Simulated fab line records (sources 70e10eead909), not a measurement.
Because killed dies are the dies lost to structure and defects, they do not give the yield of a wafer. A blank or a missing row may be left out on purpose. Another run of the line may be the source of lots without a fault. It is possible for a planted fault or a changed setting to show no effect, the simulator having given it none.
Which tool did it? | flow nand-harc | 13 lots with 39 wafers sampled at 4 steps, on a route of 1302 steps

== WHAT THE GAUGES READ, wafer by wafer ==
NHARC_END_SORT_01. Usual: killed-at-array 41, standard deviation 10; killed-at-other 0.8, standard deviation 0.91; killed-at-periphery 4.2, standard deviation 2.9; killed-dies 46, standard deviation 10; killed-open 3.5, standard deviation 2.1; killed-short 2.5, standard deviation 1.6.
lot  | measured     | on        | killed-at-array | killed-at-other | killed-at-periphery | killed-dies | killed-open | killed-short | flag
L336 | day 31 00:32 | prober-01 | 34 37 102       | 2 1 2           | 8 7 5               | 44 45 109   | 3 3 1       | 2 1 2        |

== EACH LOT AND THE TOOL THAT RAN IT (in order: tool; ch and the chambers of the sampled wafers; start) ==
lot  | NHARC_A_CONTACT_STRIP_103          | NHARC_A_BONDPAD_ETCH_34            | NHARC_A_BONDPAD_CMP_19
L321 | rie-diel-01 ch 1,2,3, day 22 17:40 | rie-diel-01 ch 0,2,3, day 23 19:02 | cmp-01 ch 0,1,3, day 23 21:04
L322 | rie-diel-08 ch 0,2,3, day 23 00:47 | rie-diel-09 ch 2,3, day 23 23:52   | cmp-01 ch 0,1,3, day 24 02:08
L323 | rie-diel-01 ch 0,1,3, day 23 01:38 | rie-diel-09 ch 0,1,2, day 24 01:44 | cmp-01 ch 1,2,3, day 24 03:40
L325 | rie-diel-01 ch 0,1,3, day 23 14:50 | rie-diel-01 ch 0,1,3, day 24 15:04 | cmp-01 ch 0,2,3, day 24 17:01
L324 | rie-diel-04 ch 1,2,3, day 23 22:38 | rie-diel-04 ch 2,3, day 24 21:59   | cmp-01 ch 0,1,2, day 25 00:04
L329 | rie-diel-04 ch 2,3, day 25 12:40   | rie-diel-09 ch 0,1,2, day 26 12:02 | cmp-01 ch 0,2, day 26 14:01
L327 | rie-diel-04 ch 1,3, day 25 18:46   | rie-diel-09 ch 2,3, day 26 20:32   | cmp-01 ch 2,3, day 26 22:28
L326 | rie-diel-08 ch 0,1,2, day 26 01:07 | rie-diel-09 ch 0,1,3, day 27 00:56 | cmp-02 ch 0,1,3, day 27 02:52
L330 | rie-diel-01 ch 0,1,3, day 26 12:37 | rie-diel-09 ch 1,2,3, day 27 15:53 | cmp-03 ch 0,1,2, day 27 17:49
L334 | rie-diel-04 ch 1,3, day 27 21:20   | rie-diel-09 ch 0,1, day 28 20:52   | cmp-03 ch 0,1,2, day 28 22:52
L336 | rie-diel-04 ch 0,1,3, day 28 13:32 | rie-diel-09 ch 0,1,2, day 29 13:08 | cmp-03 ch 0,1,2, day 29 15:04
L342 | rie-diel-08 ch 0,2, day 31 02:02   | rie-diel-09 ch 0,1,2, day 32 18:14 | cmp-02 ch 1,2,3, day 32 20:09
L341 | rie-diel-04 ch 1,3, day 31 06:35   | rie-diel-04 ch 2,3, day 33 02:55   | cmp-02 ch 0,1,2, day 33 04:59
- NHARC_A_CONTACT_STRIP_103: strips in N2/H2.
- NHARC_A_BONDPAD_ETCH_34: etches the open film in N2/H2, target depth 60 nm, overetch 18 nm, time 65.91 s.
- NHARC_A_BONDPAD_CMP_19: polishes, t overpolish 30 s, cu recess touch 16 s, target thk 169.82 nm.

== WHAT THE TOOLS THEMSELVES READ (means of the sampled wafers that have a number; where no wafer has one, the mark that the record gives instead) ==
NHARC_A_BONDPAD_ETCH_34. Usual: bias-w 150.0 W, standard deviation 0.49; drypump-motor-current-A 5.9 A, standard deviation 0.4; mfc-ar-sccm 0.021 sccm, standard deviation 0.014; oes-product-au 0.996 a.u., standard deviation 0.0091; rf-fwd-power-W 396.7 W, standard deviation 1.3; rf-vpp-V 431.7 V, standard deviation 2.4; showerhead-plenum-p-Torr 2.08 Torr, standard deviation 0.081; throttle-valve-pct 14.171 %, standard deviation 0.009.
lot  | tool        | bias-w (W) | drypump-motor-current-A (A) | mfc-ar-sccm (sccm) | oes-product-au (a.u.) | rf-fwd-power-W (W) | rf-vpp-V (V) | showerhead-plenum-p-Torr (Torr) | throttle-valve-pct (%) | flag
L321 | rie-diel-01 | 149.8      | 5.8                         | 0.006              | 1.000                 | 395.7              | 428.6        | 2.01                            | 14.172                 |
L322 | rie-diel-09 | 149.3      | 5.8                         | 0.035              | 0.983                 | 397.0              | 431.4        | 2.05                            | 14.167                 |
L323 | rie-diel-09 | 150.3      | 5.8                         | 0.024              | 0.992                 | 396.4              | 431.2        | 2.07                            | 14.171                 |
L325 | rie-diel-01 | 149.8      | 5.7                         | 0.006              | 0.997                 | 397.1              | 431.4        | 2.07                            | 14.173                 |
L324 | rie-diel-04 | 149.8      | 6.0                         | 0.009              | 1.002                 | 395.3              | 434.4        | 2.15                            | 14.172                 |
L329 | rie-diel-09 | 149.9      | 5.8                         | 0.024              | 1.005                 | 397.4              | 431.6        | 2.07                            | 14.168                 |
L327 | rie-diel-09 | 150.0      | 5.8                         | 0.035              | 0.988                 | 397.0              | 430.5        | 2.05                            | 14.171                 |
L326 | rie-diel-09 | 150.4      | 6.2                         | 0.028              | 0.999                 | 397.0              | 432.2        | 2.11                            | 14.162                 |
L330 | rie-diel-09 | 149.9      | 5.8                         | 0.026              | 0.998                 | 397.4              | 430.6        | 2.03                            | 14.178                 |
L334 | rie-diel-09 | 149.6      | 6.2                         | 0.025              | 0.990                 | 397.1              | 433.5        | 2.14                            | 14.177                 |
L336 | rie-diel-09 | 150.0      | 5.8                         | 0.024              | 0.996                 | 396.9              | 431.6        | 2.07                            | 14.165                 |
L342 | rie-diel-09 | 150.1      | 5.8                         | 0.024              | 0.997                 | 396.3              | 431.2        | 2.07                            | 14.172                 |
L341 | rie-diel-04 | 150.3      | 6.0                         | 0.009              | 1.000                 | 396.2              | 433.2        | 2.14                            | 14.174                 |

NHARC_A_BONDPAD_CMP_19. Usual: motor-current-A 11.8 A, standard deviation 1.2; overpolish-run-s 29.999 s, standard deviation 0.0076.
lot  | tool   | motor-current-A (A) | overpolish-run-s (s) | flag
L321 | cmp-01 | 12.5                | 30.000               |
L322 | cmp-01 | 12.3                | 30.005               |
L323 | cmp-01 | 11.1                | 29.999               |
L325 | cmp-01 | 11.8                | 30.009               |
L324 | cmp-01 | 12.9                | 30.003               |
L329 | cmp-01 | 13.1                | 29.997               |
L327 | cmp-01 | 11.1                | 30.005               |
L326 | cmp-02 | 12.2                | 29.995               |
L330 | cmp-03 | 11.9                | 30.004               |
L334 | cmp-03 | 12.1                | 29.997               |
L336 | cmp-03 | 11.7                | 30.003               |
L342 | cmp-02 | 11.6                | 29.997               |
L341 | cmp-02 | 11.4                | 30.001               |

== THE ANSWER, worked out from the rows above alone ==
Rule: lot off if the mean of its wafers having a number is beyond 3 standard deviations from the usual mean. Also off: a lot with no number at a reading for which 4 or more lots have one. The other lots that the step has rows for count as sound. First the gauges in route order, then the tools' own readings, where a lot's mean is used as printed above. The first step at which some lot is off is used, and at that step the reading that is off furthest; a lot without a number counts as furthest.
No lot is off on any of the readings shown, so nothing can be concluded from this.

== WHAT WAS PUT IN BY THE SIMULATOR ==
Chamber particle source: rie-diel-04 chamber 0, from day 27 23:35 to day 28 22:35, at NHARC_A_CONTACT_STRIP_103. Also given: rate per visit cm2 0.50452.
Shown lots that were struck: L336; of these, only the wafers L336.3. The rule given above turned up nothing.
